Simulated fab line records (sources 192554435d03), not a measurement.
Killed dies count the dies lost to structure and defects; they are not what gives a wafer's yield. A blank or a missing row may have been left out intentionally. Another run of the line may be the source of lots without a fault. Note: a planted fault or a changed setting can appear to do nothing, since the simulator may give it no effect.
Split-lot trial -- flow n5Finfet -- 7 lots, 21 wafers read, on a route of 1938 steps

ON THE SPLIT
At N5_BEOL_M5_ETCH_41 (etches SiCN in CH3F/O2, target depth 31.5 nm, time 56.7 s), the setting sourceW was moved away from the recipe's 395 W on 7 of the 21 wafers read, by -8.0% to +17.2%. This setting was run at the recipe's value on the other wafers.

Reading taken at the split's own step.

THE READING
rfVppV, in V, at N5_BEOL_M5_ETCH_41 (etches SiCN in CH3F/O2, target depth 31.5 nm, time 56.7 s). On this fab line, fault-free wafers typically give 297.8 V with a standard deviation of 1.5 V.

wafer,"tool, chamber at the split","sourceW as run, W",against the recipe,"rfVppV, V",against lot-mates on the recipe
L077.1,"rieDiel-03, 2",455.7,+15.4%,283.1,-17.5
L077.2,"rieDiel-03, 1",455.7,+15.4%,284.7,-15.9
L077.5,"rieDiel-03, 0",395,recipe,300.6,-
L078.1,"rieDiel-03, 2",445.9,+12.9%,286.1,-13.3
L078.5,"rieDiel-03, 2",395,recipe,299.4,-
L078.6,"rieDiel-03, 3",445.9,+12.9%,287.0,-12.4
L081.3,"rieDiel-03, 1",395,recipe,297.8,-
L081.4,"rieDiel-03, 3",395,recipe,298.6,-
L081.5,"rieDiel-03, 2",395,recipe,297.2,-
L083.1,"rieDiel-03, 0",395,recipe,298.0,-
L083.3,"rieDiel-03, 2",363.5,-8.0%,307.5,+9.0
L083.4,"rieDiel-03, 3",395,recipe,299.0,-
L087.2,"rieDiel-05, 1",395,recipe,299.6,-
L087.3,"rieDiel-05, 0",462.9,+17.2%,285.2,-13.0
L087.4,"rieDiel-05, 3",395,recipe,296.8,-
L091.3,"rieDiel-06, 1",395,recipe,297.4,-
L091.4,"rieDiel-06, 2",395,recipe,295.2,-
L091.6,"rieDiel-06, 1",395,recipe,299.4,-
L096.2,"rieDiel-03, 2",395,recipe,298.3,-
L096.3,"rieDiel-03, 0",395,recipe,299.2,-
L096.5,"rieDiel-03, 0",439.1,+11.2%,288.2,-10.6

THE FIT
A straight line over all 21 wafers: rfVppV changes by -0.909 V for each +1% of sourceW; r = -0.98; the points scatter about the line by 1.4 V.
The same after taking each lot's own level away (the mean of its wafers on the recipe; 21 wafers): -0.981 V for each +1%; r = -0.98; scatter 1.4 V.
On that fit, the largest move of sourceW shifts the reading by 17 V.
Across the lots, their own levels run from 297.33 to 300.60 V, a range of 2.2 times the standard deviation given above.
Hence the lot-to-lot level has little effect on the slope; both slopes agree.
Check: with one of the wafers moved furthest among these (+17.2%) left out of the fit, the line predicts -17.9 V for it against its lot-mates. It came out at -13 V against them.
Tool readings at the split's step, against how far the setting was moved: rfVppV r = -0.98.

THE OTHER SPLITS THESE WAFERS WENT THROUGH
Other splits were also applied to these wafers ahead of the reading. Each is held against what the fit with the lots' levels taken away leaves over:
other split on the same wafers,wafers away from the commonest value,r with rfVppV (lot level and that fit taken away)
N5_BEOL_M4_DESCUM_16 timeS,8,+0.03
N5_BEOL_M5_HM_DEP_02 targetThkA,13,+0.35
N5_BEOL_M5_TRENCH_ETCH_37 timeS,6,+0.08

THE WHOLE CHAIN: every reading that the file lists as answering this split, in the file's order
step,what it does,reading,change (the file's fit),r (the file's)
N5_BEOL_M5_ETCH_41,"etches SiCN in CH3F/O2, target depth 31.5 nm, time 56.7 s",rfVppV,-0.942 V for each +1% of the setting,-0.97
N5_BEOL_M5_ETCH_41,"etches SiCN in CH3F/O2, target depth 31.5 nm, time 56.7 s","etch.depthNm (the simulator's own value, which no gauge read)",+0.101 nm for each +1% of the setting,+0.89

THE FILE'S OWN FIT
rfVppV changes by -0.942 V for each +1% of sourceW, r = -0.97.
